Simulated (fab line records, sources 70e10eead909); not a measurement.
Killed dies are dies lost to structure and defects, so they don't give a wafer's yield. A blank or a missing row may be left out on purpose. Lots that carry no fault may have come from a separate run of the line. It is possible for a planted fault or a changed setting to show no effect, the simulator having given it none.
The tool behind it: which one? | flow nand_harc | 6 lots (18 wafers sampled), 1 step of a 1302-step route

== WHAT THE GAUGES SHOWED, per wafer ==
NHARC_THIN_TSV_CD_MEAS_12 targets a cd of 1000 nm.
lot  | measured     | on        | cd_nm (nm)
L970 | day 24 17:53 | cd_sem-02 | 1000.4 999.1 999.8
L975 | day 26 14:13 | cd_sem-03 | 999.6 999.5 999.8
L976 | day 27 18:59 | cd_sem-01 | 1001.3 1001.0 999.6
L983 | day 29 18:50 | cd_sem-02 | 999.9 1000.6 1001.9
L984 | day 31 05:47 | cd_sem-01 | 1001.7 999.6 1000.2
L990 | day 33 02:47 | cd_sem-01 | 998.2 999.4 998.5

== TOOL THAT RAN EACH LOT (tool first, then ch and the chambers of the sampled wafers, then the start) ==
The record shows no process step preceding these readings.

== THE ANSWER, worked out from the rows above alone ==
Rule: the lots themselves supply what counts as usual. Put in order of their means at a reading, lots are off if they are a third of the lots or fewer, leave a main group of 4 or more, and stand apart from it by a gap of 3 or more times the standard deviation of the main group's means; of several such gaps the widest counts. A main group is skipped when, at the precision printed for the reading in the tables above, its means are all equal. Also off: a lot with no number at a reading for which 4 or more lots have one. Any other lot the step has rows for is counted as sound.
Across all readings shown, no lot is off: no conclusion can be drawn from this.

== WHAT THE SIMULATOR HAD PUT IN ==
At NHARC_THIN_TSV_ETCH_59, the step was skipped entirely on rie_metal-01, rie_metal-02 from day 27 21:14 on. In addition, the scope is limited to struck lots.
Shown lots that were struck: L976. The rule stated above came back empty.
